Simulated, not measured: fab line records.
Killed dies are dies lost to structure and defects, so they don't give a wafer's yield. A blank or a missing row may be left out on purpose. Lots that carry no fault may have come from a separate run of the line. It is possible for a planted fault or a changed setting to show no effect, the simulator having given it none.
fab line records	flow n5-finfet
[record] lots = 6	wafers = 17	last-day = 16
route steps=1938 shown FIN_CUT@165 BEOL_M4@1111
lots untouched by any fault: they come from a run of this same line in which no faults occurred
start-h: hours from the record's first day to the start of the lot's first wafer shown	wait-h: hours since the lot's step before	" same as the row above	L1.1+2: a row that stands for several wafers	- value missing, or start not given	* or withheld: withheld	< > ~ a bound
route shown NAME@n: NAME is a module with steps in the file, n the number in the route of the first one	usual: average and standard deviation across the fault-free wafers	same: alike in all rows	chamber/n: place in a boat	sites: each site's reading	_std_site: how widely they spread, as a standard deviation	_edge_site: mean of outer sites minus mean of inner sites	radius-mm: for every site, how far away it sits from the centre of the wafer	mask NAME#n: copy n	behind: the tool/chamber that last shaped the wafer	hold: what put the lot on hold/how long, in hours/how the hold closed	device: the n, p or np transistor that did not switch	end of line: the same wafers' tests at the end of the route	a step with no rows: only its recipe	killed: the dies lost at the first sort to structure and to defects; this is not the yield of the wafer	map: per-die view of a wafer (x killed, . not killed, _ where there is no die)
set.NAME: the setting as run; set.NAME@STEP: as run at that earlier step	model.NAME: the simulator's own value behind a step, which no gauge read
certain route steps with their lots: each step a table, each wafer a row
services: a tool's chamber out of use, with start hour (start-h, from the record's first day; less than 0 if before it), hours out, and reason
[[steps]]
[step N5_FIN_CUT_INSPECT_10]
[recipe] mode = adi	inspect-instrument = brightfield
[usual] raw-defect-count = 42/13
lot.wafer	tool	chamber	start-h	wait-h	raw-defect-count
L959.4	defect-inspect-01	-	38.60	0.0	39
L959.5	"	-	"	"	43
L959.6	"	-	"	"	24
L967.1	defect-inspect-02	-	87.16	0.1	37
L967.4	"	-	"	"	49
L970.1	defect-inspect-02	-	107.30	0.1	27
L970.2	"	-	"	"	37
L970.6	"	-	"	"	42
L971.3	defect-inspect-02	-	111.43	0.0	27
L971.4	"	-	"	"	38
L971.6	"	-	"	"	34
L972.1	defect-inspect-02	-	117.92	0.1	34
L972.3	"	-	"	"	36
L972.4	"	-	"	"	29
L973.1	defect-inspect-01	-	123.63	0.1	36
L973.2	"	-	"	"	31
L973.3	"	-	"	"	36
[step N5_FIN_CUT_DESCUM_13]
[recipe] chemistry = O2	time-s = 7	source-power-w = 50	bias-power-w = 20	pressure-mtorr = 20	rf-frequency-hz = 2.712e+07	temp-c = 40	resist = CAR-EUV	o2-flow-sccm = 225
[step N5_FIN_CUT_ETCH_30]
[recipe] chemistry = N2/H2	target = underlayer	target-depth-a = 130	mask-material = CAR-EUV	time-s = 10.4	ion-energy-ev = 200	pressure-mtorr = 30	source-w = 840	bias-w = 150	n2-flow-sccm = 200	h2-flow-sccm = 200	ends = cleared
[usual] drypump-motor-current-A = 5.8/0.49	etch-rf-on-time-s = 10.40/0.24	n2-flow-sccm = 199.9/0.63	oes-product-au = 0.63/0.034	rf-vpp-V = 524.9/2.5	showerhead-plenum-p-Torr = 2.59/0.091	throttle-valve-pct = 17.89/0.25
lot.wafer	tool	chamber	start-h	wait-h	drypump-motor-current-A	etch-rf-on-time-s	n2-flow-sccm	oes-product-au	rf-hours-counter-h	rf-vpp-V	showerhead-plenum-p-Torr	throttle-valve-pct
L959.4	rie-diel-05	0	38.67	0.0	5.3	9.78	199.0	0.69	117	525.3	2.65	17.52
L959.5	"	3	"	"	6.1	9.91	199.7	0.62	-	523.4	2.53	18.01
L959.6	"	2	"	"	6.3	10.60	200.8	0.65	-	525.0	2.66	17.88
L967.1	rie-diel-03	2	87.23	0.0	5.7	10.74	199.4	0.69	73	524.9	2.59	18.10
L967.4	"	1	"	"	6.4	10.25	201.5	0.60	216	526.8	2.65	18.20
L970.1	rie-diel-06	2	107.37	0.0	6.8	10.28	199.7	0.69	111	522.4	2.46	17.92
L970.2	"	3	"	"	5.2	10.43	198.9	0.64	181	520.6	2.41	17.72
L970.6	"	0	"	"	5.7	10.62	199.8	0.61	-	525.4	2.64	17.75
L971.3	rie-diel-06	0	111.50	0.0	5.8	10.49	200.4	0.61	180	526.2	2.64	17.76
L971.4	"	2	"	"	6.8	10.25	200.4	0.68	113	522.1	2.46	17.90
L971.6	"	1	"	"	5.7	10.36	199.9	0.60	-	526.2	2.62	17.60
L972.1	rie-diel-03	1	118.13	0.0	6.4	10.35	200.4	0.59	226	525.2	2.64	18.21
L972.3	"	2	"	"	5.6	10.69	199.1	0.68	84	525.2	2.59	18.12
L972.4	"	3	"	"	5.9	10.42	199.1	0.59	199	527.5	2.66	18.52
L973.1	rie-diel-03	3	123.70	0.0	5.9	10.47	201.0	0.60	202	525.1	2.65	18.49
L973.2	"	2	"	"	5.6	10.88	199.3	0.67	85	523.2	2.58	18.12
L973.3	"	0	"	"	5.9	10.58	200.3	0.62	168	525.7	2.66	18.04
[step N5_FIN_CUT_ETCH_20]
[recipe] chemistry = CF4	target = SiARC	target-depth-a = 260	mask-material = CAR-EUV	time-s = 43.3	ion-energy-ev = 80	pressure-mtorr = 40	source-w = 545	bias-w = 36	Ar_flow_sccm = 100	cf4-flow-sccm = 100	ends = cleared
[usual] cf4-flow-sccm = 100.02/0.28	drypump-motor-current-A = 5.8/0.49	etch-rf-on-time-s = 43.4/0.97	oes-product-au = 0.63/0.033	rf-vpp-V = 184.4/1.2	showerhead-plenum-p-Torr = 2.18/0.064	throttle-valve-pct = 15.62/0.18
lot.wafer	tool	chamber	start-h	wait-h	cf4-flow-sccm	drypump-motor-current-A	etch-rf-on-time-s	oes-product-au	rf-hours-counter-h	rf-vpp-V	showerhead-plenum-p-Torr	throttle-valve-pct
L959.4	rie-diel-05	0	38.69	0.0	100.02	5.3	40.8	0.69	117	186.0	2.25	15.38
L959.5	"	3	"	"	100.19	6.0	42.2	0.61	-	182.6	2.14	15.74
L959.6	"	2	"	"	99.93	6.3	44.6	0.64	-	187.5	2.21	15.37
L967.1	rie-diel-03	2	87.25	0.0	99.98	5.6	43.9	0.69	73	185.0	2.17	15.78
L967.4	"	1	"	"	100.27	6.4	42.9	0.59	216	183.9	2.20	15.75
L970.1	rie-diel-06	2	107.38	0.0	99.51	6.7	43.2	0.68	111	183.6	2.08	15.63
L970.2	"	3	"	"	99.76	5.2	42.6	0.65	181	182.5	2.07	15.74
L970.6	"	0	"	"	100.09	5.7	44.4	0.61	-	184.7	2.20	15.41
L971.3	rie-diel-06	0	111.52	0.0	99.63	5.7	44.2	0.62	180	185.4	2.19	15.39
L971.4	"	2	"	"	99.53	6.8	43.2	0.67	113	183.4	2.08	15.63
L971.6	"	1	"	"	100.14	5.7	42.9	0.61	-	184.1	2.23	15.49
L972.1	rie-diel-03	1	118.15	0.0	100.08	6.4	43.3	0.58	226	185.7	2.19	15.77
L972.3	"	2	"	"	99.79	5.6	44.7	0.68	84	183.1	2.17	15.78
L972.4	"	3	"	"	100.03	5.9	42.9	0.59	199	184.9	2.23	16.05
L973.1	rie-diel-03	3	123.72	0.0	100.21	5.9	43.1	0.60	202	185.3	2.23	16.04
L973.2	"	2	"	"	99.04	5.6	44.5	0.68	85	186.3	2.17	15.80
L973.3	"	0	"	"	100.47	5.9	44.9	0.61	168	185.1	2.23	15.62
[step N5_FIN_CUT_ETCH_21]
[recipe] chemistry = N2/H2	target = SOC	target-depth-a = 2190	overetch-a = 438	mask-material = SiARC	temp-c = 40	ion-energy-ev = 100	bias-w = 61	time-s = 523.5	pressure-mtorr = 30	source-w = 850	n2-flow-sccm = 200	h2-flow-sccm = 200
[usual] drypump-motor-current-A = 5.8/0.49	n2-flow-sccm = 199.9/0.59	oes-product-au = 0.68/0.034	rf-vpp-V = 241.0/1.3	showerhead-plenum-p-Torr = 2.59/0.091	throttle-valve-pct = 17.84/0.25
lot.wafer	tool	chamber	start-h	wait-h	drypump-motor-current-A	n2-flow-sccm	oes-product-au	rf-hours-counter-h	rf-vpp-V	showerhead-plenum-p-Torr	throttle-valve-pct
L959.4	rie-diel-05	0	38.72	0.0	5.3	200.4	0.72	117	240.4	2.65	17.46
L959.5	"	3	"	"	6.1	200.9	0.65	-	242.0	2.53	17.97
L959.6	"	2	"	"	6.3	199.8	0.71	-	242.9	2.66	17.82
L967.1	rie-diel-03	2	87.28	0.0	5.7	200.3	0.76	73	241.5	2.59	18.07
L967.4	"	1	"	"	6.4	200.1	0.64	216	241.6	2.65	18.13
L970.1	rie-diel-06	2	107.42	0.0	6.8	199.8	0.73	111	239.6	2.46	17.85
L970.2	"	3	"	"	5.2	201.3	0.69	181	239.1	2.41	17.68
L970.6	"	0	"	"	5.7	200.7	0.66	-	242.1	2.64	17.70
L971.3	rie-diel-06	0	111.56	0.0	5.7	199.6	0.67	180	243.1	2.64	17.73
L971.4	"	2	"	"	6.7	199.6	0.74	113	240.2	2.46	17.85
L971.6	"	1	"	"	5.7	201.2	0.66	-	241.3	2.62	17.55
L972.1	rie-diel-03	1	118.19	0.0	6.4	199.9	0.63	226	240.9	2.64	18.14
L972.3	"	2	"	"	5.7	198.9	0.75	84	240.7	2.59	18.05
L972.4	"	3	"	"	5.9	200.4	0.65	199	241.4	2.66	18.45
L973.1	rie-diel-03	3	123.75	0.0	5.8	199.7	0.64	202	243.0	2.65	18.48
L973.2	"	2	"	"	5.6	199.3	0.74	86	242.1	2.59	18.08
L973.3	"	0	"	"	5.9	199.4	0.68	168	241.1	2.66	17.99
[step N5_FIN_CUT_STRIP_23]
[recipe] chemistry = N2/H2	temp-c = 40	n2-flow-sccm = 200	h2-flow-sccm = 200	rf-frequency-hz = 6e+07
[step N5_FIN_CUT_STRIP_31]
[recipe] chemistry = N2/H2	temp-c = 40	n2-flow-sccm = 200	h2-flow-sccm = 200	rf-frequency-hz = 6e+07
[step N5_FIN_CUT_STRIP_24]
[recipe] chemistry = CF4	resist = SiARC	power-w = 300	bias-power-w = 75	pressure-mtorr = 50	cf4-flow-sccm = 150	rf-frequency-hz = 6e+07
[usual] cf4-flow-sccm = 150.1/0.46	drypump-motor-current-A = 5.8/0.49	oes-product-au = 0.73/0.036	rf-vpp-V = 271.7/1.5	showerhead-plenum-p-Torr = 1.82/0.051	throttle-valve-pct = 13.59/0.17
lot.wafer	tool	chamber	start-h	wait-h	cf4-flow-sccm	drypump-motor-current-A	oes-product-au	rf-hours-counter-h	rf-vpp-V	showerhead-plenum-p-Torr	throttle-valve-pct
L959.4	rie-diel-05	0	39.05	0.0	149.9	5.3	0.77	117	271.8	1.89	13.37
L959.5	"	3	"	"	149.6	6.1	0.69	-	271.2	1.78	13.65
L959.6	"	2	"	"	150.9	6.4	0.76	-	273.2	1.84	13.32
L967.1	rie-diel-03	2	87.61	0.0	150.1	5.6	0.81	73	271.2	1.82	13.71
L967.4	"	1	"	"	149.8	6.4	0.68	216	272.1	1.82	13.71
L970.1	rie-diel-06	2	107.75	0.0	150.0	6.7	0.79	111	268.8	1.74	13.57
L970.2	"	3	"	"	150.4	5.2	0.74	181	268.2	1.74	13.75
L970.6	"	0	"	"	149.9	5.7	0.72	-	273.7	1.85	13.46
L971.3	rie-diel-06	0	111.88	0.0	150.0	5.7	0.71	180	272.1	1.85	13.48
L971.4	"	2	"	"	149.9	6.7	0.78	113	269.8	1.74	13.56
L971.6	"	1	"	"	150.2	5.7	0.70	-	273.3	1.85	13.44
L972.1	rie-diel-03	1	118.52	0.0	149.0	6.4	0.67	227	272.9	1.82	13.73
L972.3	"	2	"	"	150.2	5.6	0.80	84	271.8	1.82	13.71
L972.4	"	3	"	"	150.0	5.9	0.69	200	271.5	1.87	14.02
L973.1	rie-diel-03	3	124.08	0.0	149.5	5.9	0.69	202	271.6	1.87	14.01
L973.2	"	2	"	"	150.3	5.6	0.79	86	271.5	1.82	13.72
L973.3	"	0	"	"	150.5	5.9	0.72	168	273.4	1.86	13.57
[step N5_FIN_CUT_CUT_ETCH_26]
[recipe] chemistry = CH3F/O2	target = SiNx	target-depth-a = 390	mask-material = SOC	time-s = 55.7	pressure-mtorr = 30	source-w = 395	bias-w = 73	Ar_flow_sccm = 150	CH3F_flow_sccm = 30	O2_flow_sccm = 20	ion-energy-ev = 120
[step N5_FIN_CUT_CUT_ETCH_27]
[recipe] chemistry = CHF3/O2	target = SiO2	target-depth-a = 40	mask-material = SOC	overetch-a = 20	time-s = 4.9	pressure-mtorr = 30	source-w = 650	bias-w = 170	Ar_flow_sccm = 200	CHF3_flow_sccm = 50	O2_flow_sccm = 5	ion-energy-ev = 200
[usual] CHF3_flow_sccm = 49.99/0.14	O2_flow_sccm = 5.002/0.016	drypump-motor-current-A = 5.8/0.49	oes-product-au = 0.586/0.029	rf-vpp-V = 528/15	showerhead-plenum-p-Torr = 2.45/0.079	throttle-valve-pct = 18.84/0.19
lot.wafer	tool	chamber	start-h	wait-h	CHF3_flow_sccm	O2_flow_sccm	drypump-motor-current-A	oes-product-au	rf-hours-counter-h	rf-vpp-V	showerhead-plenum-p-Torr	throttle-valve-pct
L959.4	rie-diel-05	0	39.11	0.0	50.13	4.987	5.3	0.619	117	525	2.52	18.56
L959.5	"	3	"	"	49.92	4.995	6.0	0.553	-	540	2.42	19.04
L959.6	"	2	"	"	49.87	5.005	6.4	0.602	-	527	2.51	18.67
L967.1	rie-diel-03	2	87.67	0.0	50.05	5.001	5.6	0.646	73	505	2.45	19.02
L967.4	"	1	"	"	50.17	5.006	6.4	0.548	216	516	2.50	19.07
L970.1	rie-diel-06	2	107.81	0.0	50.13	4.988	6.7	0.621	111	543	2.35	18.89
L970.2	"	3	"	"	49.96	4.988	5.2	0.594	181	517	2.30	18.81
L970.6	"	0	"	"	50.00	5.002	5.7	0.575	-	541	2.47	18.54
L971.3	rie-diel-06	0	111.95	0.0	49.99	4.999	5.7	0.573	180	540	2.46	18.54
L971.4	"	2	"	"	50.03	5.033	6.7	0.626	113	542	2.35	18.88
L971.6	"	1	"	"	50.11	5.020	5.7	0.560	-	517	2.52	18.78
L972.1	rie-diel-03	1	118.58	0.0	50.05	4.967	6.4	0.545	227	514	2.49	19.07
L972.3	"	2	"	"	50.10	5.008	5.6	0.637	84	505	2.44	19.04
L972.4	"	3	"	"	49.95	4.996	5.9	0.546	200	510	2.49	19.20
L973.1	rie-diel-03	3	124.14	0.0	50.07	4.980	5.8	0.553	202	509	2.49	19.22
L973.2	"	2	"	"	49.92	4.984	5.6	0.624	86	506	2.44	19.04
L973.3	"	0	"	"	49.87	5.015	5.9	0.579	168	559	2.52	18.90
[step N5_FIN_CUT_PRECLEAN_35]
[recipe] time-s = 13.3	temp-c = 45	pressure-torr = 125	p-hf-torr = 3	p-coreactant-torr = 25	chemistry = vHF
[step N5_FIN_CUT_CUT_ETCH_15]
[recipe] chemistry = HBr/Cl2/O2	target = Si	target-depth-a = 1000	bt-time-s = 10	mask-material = SOC	time-s = 42.4	ion-energy-ev = *	bias-w = *	pressure-mtorr = 10	icp-w = 800	HBr_flow_sccm = 150	Cl2_flow_sccm = 80	O2_flow_sccm = 12
[step N5_FIN_CUT_CUT_ETCH_28]
[recipe] chemistry = HBr/Cl2/O2	target = Si	target-depth-a = 60	mask-material = SOC	time-s = 2.4	ion-energy-ev = *	bias-w = *	pressure-mtorr = 10	icp-w = 800	HBr_flow_sccm = 150	Cl2_flow_sccm = 80	O2_flow_sccm = 12
[usual] O2_flow_sccm = 12.00/0.036	drypump-motor-current-A = 5.7/0.49	mfc-cl2-sccm = 79.97/0.24	oes-product-au = 0.996/0.018	throttle-valve-pct = 37.4/0.53
lot.wafer	tool	chamber	start-h	wait-h	O2_flow_sccm	drypump-motor-current-A	mfc-cl2-sccm	oes-product-au	rf-hours-counter-h	throttle-valve-pct	model.etch.depth-nm
L959.4	rie-si-03	0	39.32	0.0	12.05	5.9	80.30	1.029	155	37.5	6.368
L959.5	"	1	"	"	12.05	5.8	80.17	0.987	-	38.4	6.003
L959.6	"	2	"	"	11.97	5.1	80.24	0.965	-	36.6	5.861
L967.1	rie-si-03	1	87.88	0.0	12.03	5.8	79.66	0.988	33	38.4	6.06
L967.4	"	3	"	"	12.03	6.7	80.25	0.978	39	37.4	5.965
L970.1	rie-si-03	1	108.02	0.0	12.07	5.9	79.98	0.992	34	38.4	6.039
L970.2	"	3	"	"	11.98	6.7	80.00	0.986	40	37.4	6.111
L970.6	"	0	"	"	11.99	5.8	79.85	1.029	-	37.5	6.338
L971.3	rie-si-03	2	112.15	0.0	12.03	5.1	79.90	0.997	94	36.6	7.785
L971.4	"	3	"	"	11.98	6.7	79.84	1.018	40	37.4	8.038
L971.6	"	2	"	"	12.05	5.1	80.08	0.997	-	36.6	7.8
L972.1	rie-si-03	0	118.78	0.0	12.03	5.8	79.93	1.018	157	37.5	6.247
L972.3	"	3	"	"	12.00	6.7	79.73	1.004	40	37.4	7.911
L972.4	"	0	"	"	12.01	5.8	80.12	1.054	-	37.5	8.342
L973.1	rie-si-05	2	124.35	0.0	11.97	5.0	79.90	1.021	45	37.7	5.89
L973.2	"	0	"	"	12.04	5.5	79.88	0.985	17	37.1	6.141
L973.3	"	3	"	"	11.99	6.2	79.94	0.981	130	36.8	5.974
[step N5_FIN_CUT_STRIP_22]
[recipe] chemistry = N2/H2	power-w = 500	temp-c = 40	pressure-mtorr = 50	rf-frequency-hz = 6e+07	overash-fraction = 0.3	bias-power-w = 8	h2-frac = 0.5	n2-flow-sccm = 300	h2-flow-sccm = 300
[step N5_BEOL_M4_RC_MEAS_101]
[usual] DIBL_N = 36.2/2.2	DIBL_P = 36.5/3	IOFF_N = 0.16/0.039	IOFF_P = 0.22/0.047	ION_N = 675/15	ION_P = 463/10	SS_N = 71.6/0.71	SS_P = 73.4/0.94	VT_N = 250/3.6	VT_P = -250/3.9
lot.wafer	tool	chamber	start-h	wait-h	DIBL_N[mV/V]	DIBL_P[mV/V]	IOFF_N[nA/um]	IOFF_P[nA/um]	ION_N[uA/um]	ION_P[uA/um]	SS_N[mV/dec]	SS_P[mV/dec]	VT_N[mV]	VT_P[mV]
L959.4	prober-02	0	169.66	0.5	38.1	38.6	0.17	0.26	667	463	72.4	74.0	249	-246
L959.5	"	0	"	"	38.4	38.9	0.20	0.27	676	465	71.6	74.4	248	-246
L959.6	"	0	"	"	35.7	35.0	0.14	0.19	675	466	71.4	73.2	251	-250
L967.1	prober-02	0	226.97	0.0	36.4	40.4	0.17	0.30	668	468	71.3	74.4	250	-248
L967.4	"	0	"	"	38.1	40.0	0.21	0.26	681	465	71.6	73.7	246	-248
L970.1	prober-02	0	256.35	0.0	35.2	33.2	0.12	0.15	659	448	70.9	71.6	254	-255
L970.2	"	0	"	"	36.1	34.5	0.13	0.16	677	460	71.1	72.7	254	-257
L970.6	"	0	"	"	36.9	36.0	0.14	0.18	680	466	71.4	73.3	253	-253
L971.3	prober-01	0	257.15	0.3	37.4	38.4	0.16	0.20	692	466	71.3	72.7	251	-255
L971.4	"	0	"	"	36.0	37.6	0.16	0.20	693	472	70.9	73.5	248	-255
L971.6	"	0	"	"	35.3	35.6	0.12	0.15	659	451	70.8	72.8	254	-257
L973.1	prober-02	0	271.97	0.0	34.3	34.9	0.12	0.18	655	455	70.4	72.6	251	-252
L973.2	"	0	"	"	36.5	38.4	0.16	0.25	665	465	72.4	74.0	250	-249
L973.3	"	0	"	"	34.4	34.6	0.11	0.15	654	454	71.1	72.7	257	-253
L972.1	prober-01	0	274.10	0.0	37.9	35.5	0.14	0.19	659	453	71.6	74.8	253	-252
L972.3	"	0	"	"	34.2	31.7	0.10	0.14	668	456	70.4	73.0	256	-254
L972.4	"	0	"	"	39.0	37.4	0.17	0.22	673	453	72.1	74.3	249	-251
[[services]]
tool	chamber	start-h	hours	kind
rie-diel-06	3	18.92	6.0	repair
rie-si-05	3	29.05	10.9	repair
rie-diel-06	0	46.11	4.4	repair
rie-si-05	-	64.13	2.8	pm
rie-si-03	1	76.30	1.8	repair
rie-si-03	0	80.44	4.5	repair
rie-si-03	-	99.66	0.3	repair
rie-diel-03	0	109.28	3.0	repair
rie-si-03	2	117.00	9.9	repair
rie-diel-06	0	119.35	10.0	repair
rie-diel-05	0	124.31	6.9	repair
[[key]]
first-sign none at tools or gauges
[model-effect] step = N5_FIN_CUT_CUT_ETCH_28	value = etch.depth-nm	without = 5.986	struck = 7.975
met-at N5_FIN_CUT_CUT_ETCH_28
struck-wafers L971.3,L971.4,L971.6,L972.3,L972.4
onset-between 108.02 112.15
[fault] kind = process-parameter-drift	tool = rie-si-03	chamber = -	onset-h = 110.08	steps = N5_FIN_CUT_CUT_ETCH_28	channel = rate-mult	offset = 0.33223	shape = step	end-h = 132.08	scope = struck-wafers-only
